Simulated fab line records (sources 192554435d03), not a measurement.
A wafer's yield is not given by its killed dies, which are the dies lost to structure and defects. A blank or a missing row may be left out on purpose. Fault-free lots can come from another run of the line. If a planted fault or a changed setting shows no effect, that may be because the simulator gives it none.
Chamber matching    flow n5 finfet    rie diel-03 running N5_BEOL_M0_SAQP_ETCH_107: 4 sister chambers
The step etches SiNx in CH3F/O2, target depth 30 nm. 4 wafers are shown with their chamber, then 8 later ones without.

EACH WAFER AND ITS CHAMBER
wafer   chamber  showerhead plenum p Torr (Torr)
L085.2  3        1.96
L085.5  1        1.91
L090.3  2        2.05
L092.1  0        2.07

WAFERS WITH NO CHAMBER GIVEN
wafer   showerhead plenum p Torr (Torr)
L092.3  2.05
L092.4  1.90
L096.1  1.95
L096.4  2.07
L096.5  1.95
L097.1  2.07
L097.5  1.90
L097.6  1.95

THE CHAMBER EACH PASSED THROUGH
wafer   from the rows above  in truth
L092.3  2                    2
L092.4  1                    1
L096.1  3                    3
L096.4  0                    0
L096.5  3                    3
L097.1  0                    0
L097.5  1                    1
L097.6  3                    3
8 of 8 placed correctly. From these rows, 0 cannot be placed. 0 placed wrongly.
How it was worked out, from the rows above alone: a wafer's distance from a chamber is the root of the sum, over the readings, of the square of ((its reading less the chamber's mean) divided by the reading's scatter). If the next closest chamber is less than 2 further off than the closest, the wafer can't be placed; otherwise it belongs to the closest. For every chamber, the mean is computed from those of its wafers that are shown. The scatter (one wafer shown for each chamber): square how far every hidden wafer sits from the nearest shown wafer, average those squares and take the square root.
